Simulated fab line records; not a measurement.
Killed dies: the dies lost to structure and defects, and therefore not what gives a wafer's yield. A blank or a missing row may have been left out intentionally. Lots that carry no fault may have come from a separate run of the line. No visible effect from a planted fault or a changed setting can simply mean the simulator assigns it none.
Chamber matching || flow nand_harc || NHARC_A_CHANNEL_HOLE_D1_DESCUM_15 on rie_diel-08 has 4 sister chambers
The step chemistry O2, time 3 s. 18 wafers are shown with their chamber, then 9 later ones without.

## WAFERS, EACH WITH ITS CHAMBER
{"wafer": "L998.1", "chamber": 3, "showerhead_plenum_p_Torr (Torr)": 1.97, "drypump_motor_current_A (A)": 6.0, "oes_product_au (a.u.)": 0.992}
{"wafer": "L998.3", "chamber": 2, "showerhead_plenum_p_Torr (Torr)": 1.78, "drypump_motor_current_A (A)": 5.5, "oes_product_au (a.u.)": 1.015}
{"wafer": "L998.6", "chamber": 1, "showerhead_plenum_p_Torr (Torr)": 1.81, "drypump_motor_current_A (A)": 4.9, "oes_product_au (a.u.)": 1.002}
{"wafer": "L999.4", "chamber": 0, "showerhead_plenum_p_Torr (Torr)": 1.99, "drypump_motor_current_A (A)": 5.2, "oes_product_au (a.u.)": 1.003}
{"wafer": "L999.5", "chamber": 0, "showerhead_plenum_p_Torr (Torr)": 1.98, "drypump_motor_current_A (A)": 5.1, "oes_product_au (a.u.)": 1.012}
{"wafer": "L999.6", "chamber": 3, "showerhead_plenum_p_Torr (Torr)": 1.97, "drypump_motor_current_A (A)": 5.9, "oes_product_au (a.u.)": 0.989}
{"wafer": "L100.1", "chamber": 3, "showerhead_plenum_p_Torr (Torr)": 1.97, "drypump_motor_current_A (A)": 6.0, "oes_product_au (a.u.)": 0.995}
{"wafer": "L100.2", "chamber": 1, "showerhead_plenum_p_Torr (Torr)": 1.81, "drypump_motor_current_A (A)": 4.9, "oes_product_au (a.u.)": 0.990}
{"wafer": "L100.5", "chamber": 1, "showerhead_plenum_p_Torr (Torr)": 1.81, "drypump_motor_current_A (A)": 4.9, "oes_product_au (a.u.)": 0.986}
{"wafer": "L101.1", "chamber": 1, "showerhead_plenum_p_Torr (Torr)": 1.81, "drypump_motor_current_A (A)": 4.9, "oes_product_au (a.u.)": 0.991}
{"wafer": "L101.4", "chamber": 0, "showerhead_plenum_p_Torr (Torr)": 1.98, "drypump_motor_current_A (A)": 5.2, "oes_product_au (a.u.)": 1.004}
{"wafer": "L101.5", "chamber": 1, "showerhead_plenum_p_Torr (Torr)": 1.81, "drypump_motor_current_A (A)": 4.9, "oes_product_au (a.u.)": 0.997}
{"wafer": "L102.3", "chamber": 0, "showerhead_plenum_p_Torr (Torr)": 1.98, "drypump_motor_current_A (A)": 5.1, "oes_product_au (a.u.)": 0.999}
{"wafer": "L102.5", "chamber": 1, "showerhead_plenum_p_Torr (Torr)": 1.81, "drypump_motor_current_A (A)": 4.9, "oes_product_au (a.u.)": 0.974}
{"wafer": "L102.6", "chamber": 2, "showerhead_plenum_p_Torr (Torr)": 1.78, "drypump_motor_current_A (A)": 5.5, "oes_product_au (a.u.)": 0.995}
{"wafer": "L108.2", "chamber": 0, "showerhead_plenum_p_Torr (Torr)": 1.98, "drypump_motor_current_A (A)": 5.1, "oes_product_au (a.u.)": 1.008}
{"wafer": "L108.3", "chamber": 2, "showerhead_plenum_p_Torr (Torr)": 1.78, "drypump_motor_current_A (A)": 5.6, "oes_product_au (a.u.)": 0.996}
{"wafer": "L108.6", "chamber": 3, "showerhead_plenum_p_Torr (Torr)": 1.97, "drypump_motor_current_A (A)": 6.0, "oes_product_au (a.u.)": 0.990}

SIGNATURES (averages over the wafers above)
{"reading": "showerhead_plenum_p_Torr", "chamber 0": 1.9820, "chamber 1": 1.8100, "chamber 2": 1.7800, "chamber 3": 1.9700, "scatter within a chamber": 0.00239}
{"reading": "drypump_motor_current_A", "chamber 0": 5.140, "chamber 1": 4.900, "chamber 2": 5.533, "chamber 3": 5.975, "scatter within a chamber": 0.0432}
{"reading": "oes_product_au", "chamber 0": 1.00520, "chamber 1": 0.99000, "chamber 2": 1.00200, "chamber 3": 0.99150, "scatter within a chamber": 0.00775}
Rule: for a wafer and a chamber, the distance is found by dividing, reading by reading, the gap between the wafer's reading and the chamber's mean by the reading's scatter, squaring, summing and taking the root. The wafer belongs to the nearest chamber; if the next one is less than 2 further off, it can't be placed. The scatter: the root of (the sum of the squares of (reading less its chamber's mean) over the shown wafers, divided by (wafers less chambers)).

## WAFERS WHOSE CHAMBER IS MISSING
{"wafer": "L110.2", "showerhead_plenum_p_Torr (Torr)": 1.98, "drypump_motor_current_A (A)": 5.1, "oes_product_au (a.u.)": 1.012}
{"wafer": "L110.3", "showerhead_plenum_p_Torr (Torr)": 1.81, "drypump_motor_current_A (A)": 4.9, "oes_product_au (a.u.)": 0.982}
{"wafer": "L110.5", "showerhead_plenum_p_Torr (Torr)": 1.97, "drypump_motor_current_A (A)": 6.0, "oes_product_au (a.u.)": 0.995}
{"wafer": "L111.1", "showerhead_plenum_p_Torr (Torr)": 1.81, "drypump_motor_current_A (A)": 4.9, "oes_product_au (a.u.)": 0.997}
{"wafer": "L111.4", "showerhead_plenum_p_Torr (Torr)": 1.97, "drypump_motor_current_A (A)": 6.0, "oes_product_au (a.u.)": 0.983}
{"wafer": "L111.6", "showerhead_plenum_p_Torr (Torr)": 1.98, "drypump_motor_current_A (A)": 5.2, "oes_product_au (a.u.)": 1.005}
{"wafer": "L117.2", "showerhead_plenum_p_Torr (Torr)": 1.98, "drypump_motor_current_A (A)": 5.1, "oes_product_au (a.u.)": 0.993}
{"wafer": "L117.3", "showerhead_plenum_p_Torr (Torr)": 1.81, "drypump_motor_current_A (A)": 4.9, "oes_product_au (a.u.)": 1.004}
{"wafer": "L117.4", "showerhead_plenum_p_Torr (Torr)": 1.78, "drypump_motor_current_A (A)": 5.5, "oes_product_au (a.u.)": 1.001}

## WHICH CHAMBER EACH ONE RAN IN
{"wafer": "L110.2", "from the rows above": 0, "in truth": 0}
{"wafer": "L110.3", "from the rows above": 1, "in truth": 1}
{"wafer": "L110.5", "from the rows above": 3, "in truth": 3}
{"wafer": "L111.1", "from the rows above": 1, "in truth": 1}
{"wafer": "L111.4", "from the rows above": 3, "in truth": 3}
{"wafer": "L111.6", "from the rows above": 0, "in truth": 0}
{"wafer": "L117.2", "from the rows above": 0, "in truth": 0}
{"wafer": "L117.3", "from the rows above": 1, "in truth": 1}
{"wafer": "L117.4", "from the rows above": 2, "in truth": 2}
Correctly placed: 9 of 9. Number that these rows cannot place: 0. 0 placed wrongly.
